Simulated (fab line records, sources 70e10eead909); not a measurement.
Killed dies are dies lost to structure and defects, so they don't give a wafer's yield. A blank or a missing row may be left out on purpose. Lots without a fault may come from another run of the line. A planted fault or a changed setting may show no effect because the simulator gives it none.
Which tool did it? | flow nand_harc | 13 lots, 39 wafers sampled, at 6 steps of a route of 1302

WHAT THE GAUGES READ, wafer by wafer
NHARC_A_ONON_D2_THK_MEAS_02: measures by ellipsometry.
lot  | measured     | on            | thk_nm (nm)
L501 | day 12 17:41 | film_metro-01 | 981 981 982
L504 | day 14 10:57 | film_metro-01 | 1005 1005 1005
L507 | day 14 18:38 | film_metro-02 | 973 973 975
L505 | day 14 18:38 | film_metro-01 | 993 991 992
L506 | day 14 18:49 | film_metro-02 | 1003 1003 1002
L512 | day 17 08:43 | film_metro-02 | 1020 1018 1019
L514 | day 18 06:20 | film_metro-01 | 987 987 987
L517 | day 19 17:02 | film_metro-01 | 1006 1008 1005
L519 | day 20 11:20 | film_metro-01 | 981 982 984
L520 | day 21 07:09 | film_metro-01 | 1000 1003 1002
L521 | day 21 07:22 | film_metro-02 | 1012 1011 1012
L523 | day 21 20:25 | film_metro-02 | 1008 1011 1007
L522 | day 21 20:34 | film_metro-01 | 984 986 988

NHARC_A_ONON_D2_THK_MEAS_14: measures by ellipsometry.
lot  | measured     | on            | thk_nm (nm)
L501 | day 12 19:57 | film_metro-01 | 996 996 995
L504 | day 14 13:13 | film_metro-01 | 995 998 996
L507 | day 14 20:54 | film_metro-02 | 1008 1008 1007
L505 | day 14 20:55 | film_metro-01 | 995 997 995
L506 | day 14 21:04 | film_metro-02 | 987 990 990
L512 | day 17 10:59 | film_metro-02 | 566 567 567
L514 | day 18 08:37 | film_metro-02 | 554 554 552
L517 | day 19 19:17 | film_metro-01 | 1006 1005 1004
L519 | day 20 13:36 | film_metro-02 | 1003 1002 1003
L520 | day 21 09:26 | film_metro-02 | 1003 1000 1001
L521 | day 21 09:38 | film_metro-01 | 993 994 994
L523 | day 21 22:40 | film_metro-02 | 984 982 980
L522 | day 21 22:49 | film_metro-01 | 1009 1010 1008

NHARC_END_SORT_01.
lot  | measured     | on        | killed_at_array | killed_at_other | killed_at_periphery | killed_dies | killed_open | killed_short
L512 | day 29 04:52 | prober-01 | 671 675 674     | 1 0 1           | 5 2 2               | 677 677 677 | 4 2 4       | 5 1 3
L514 | day 30 08:58 | prober-01 | 677 674 677     | 0 0 0           | 0 3 0               | 677 677 677 | 1 5 2       | 0 2 5

WHICH TOOL RAN EACH LOT (tool, then ch and the chambers of the sampled wafers, then the start)
lot  | NHARC_A_ONON_D2_DEP_12           | NHARC_A_ONON_D2_DEP_33          | NHARC_A_CHANNEL_HOLE_D2_DEP_01
L501 | pecvd_onon-01 ch 0, day 12 19:26 | pecvd-02 ch 0,2, day 13 06:08   | pecvd-03 ch 0,2, day 13 08:47
L504 | pecvd_onon-02 ch 0, day 14 12:43 | pecvd-03 ch 1,2, day 14 23:04   | pecvd-04 ch 1,2, day 15 01:29
L507 | pecvd_onon-03 ch 0, day 14 20:23 | pecvd-03 ch 0,1,2, day 15 06:59 | pecvd-03 ch 0,1,2, day 15 09:34
L505 | pecvd_onon-01 ch 0, day 14 20:23 | pecvd-04 ch 1,2, day 15 06:36   | pecvd-03 ch 1,2, day 15 09:16
L506 | pecvd_onon-02 ch 0, day 14 20:34 | pecvd-03 ch 0,1, day 15 06:35   | pecvd-01 ch 0,2, day 15 09:31
L512 | pecvd_onon-01 ch 0, day 17 10:31 | pecvd-02 ch 0,2, day 17 21:19   | -
L514 | pecvd_onon-01 ch 0, day 18 08:06 | pecvd-02 ch 1,2, day 18 20:10   | -
L517 | pecvd_onon-03 ch 0, day 19 18:50 | pecvd-02 ch 0,2, day 20 06:56   | pecvd-03 ch 0,1,2, day 20 09:32
L519 | pecvd_onon-03 ch 0, day 20 13:06 | pecvd-02 ch 0,2, day 20 23:58   | pecvd-03 ch 1,2, day 21 06:29
L520 | pecvd_onon-02 ch 0, day 21 08:55 | pecvd-03 ch 0,2, day 21 19:05   | pecvd-04 ch 0,1,2, day 22 00:31
L521 | pecvd_onon-03 ch 0, day 21 09:07 | pecvd-04 ch 0,1,2, day 21 19:19 | pecvd-01 ch 0,1,2, day 22 01:18
L523 | pecvd_onon-01 ch 0, day 21 22:10 | pecvd-02 ch 0,1,2, day 22 08:42 | pecvd-03 ch 0,1,2, day 22 11:46
L522 | pecvd_onon-02 ch 0, day 21 22:19 | pecvd-04 ch 0,1, day 22 08:43   | pecvd-04 ch 0,2, day 22 13:43
- NHARC_A_ONON_D2_DEP_12: target thk 1000 nm.
- NHARC_A_ONON_D2_DEP_33: deposits SiO2, target thk 200 nm.
- NHARC_A_CHANNEL_HOLE_D2_DEP_01: deposits SiON, target thk 140 nm.

WHAT THE TOOLS THEMSELVES READ (means of the sampled wafers that have a number; where no wafer has one, the mark that the record gives instead)
NHARC_A_ONON_D2_DEP_33.
lot  | tool     | heater_power_w (W) | mfc_precursor_sccm (sccm) | throttle_valve_pct (%)
L501 | pecvd-02 | 542                | 161.1                     | 16.4
L504 | pecvd-03 | 573                | 161.2                     | 16.2
L507 | pecvd-03 | 637                | 161.4                     | 16.2
L505 | pecvd-04 | 556                | 161.1                     | 15.9
L506 | pecvd-03 | 617                | 161.5                     | 16.4
L512 | pecvd-02 | 556                | 161.8                     | 16.7
L514 | pecvd-02 | 498                | 161.4                     | 16.4
L517 | pecvd-02 | 565                | 161.7                     | 16.4
L519 | pecvd-02 | 611                | 161.2                     | 16.2
L520 | pecvd-03 | 618                | 161.2                     | 16.4
L521 | pecvd-04 | 618                | 161.2                     | 16.1
L523 | pecvd-02 | 529                | 161.3                     | 16.4
L522 | pecvd-04 | 519                | 161.4                     | 15.5

NHARC_A_CHANNEL_HOLE_D2_DEP_01.
lot  | tool     | heater_power_w (W)
L501 | pecvd-03 | 773
L504 | pecvd-04 | 740
L507 | pecvd-03 | 804
L505 | pecvd-03 | 737
L506 | pecvd-01 | 730
L517 | pecvd-03 | 750
L519 | pecvd-03 | 738
L520 | pecvd-04 | 725
L521 | pecvd-01 | 685
L523 | pecvd-03 | 783
L522 | pecvd-04 | 819

THE ANSWER, worked out from the rows above alone
Rule: what is usual is taken from the lots themselves. Put in order of their means at a reading, lots are off if they are a third of the lots or fewer, leave a main group of 4 or more, and stand apart from it by a gap of 3 or more times the standard deviation of the main group's means; of several such gaps the widest counts. A main group whose means are all the same, to the digits that the tables above print for the reading, isn't used. A lot without any number at a reading at which 4 lots or more have one is off too. The other lots that the step has rows for count as sound. The gauges are gone through in route order, then the tools' own readings, and for those a lot's mean is taken as printed above. The first step at which some lot is off is used, and at that step the reading that is off furthest; a lot without a number counts as furthest.
Off: L512, L514, at NHARC_A_ONON_D2_THK_MEAS_14 (thk_nm). The main group: mean 998 nm, standard deviation 7.8.
A tool fits if, at a process step before that reading, it ran every lot that is off, and no sound lot after the first of them. The gauges at NHARC_A_ONON_D2_THK_MEAS_14 are tried like those tools. None of those tried fits.

WHAT THE SIMULATOR HAD PUT IN
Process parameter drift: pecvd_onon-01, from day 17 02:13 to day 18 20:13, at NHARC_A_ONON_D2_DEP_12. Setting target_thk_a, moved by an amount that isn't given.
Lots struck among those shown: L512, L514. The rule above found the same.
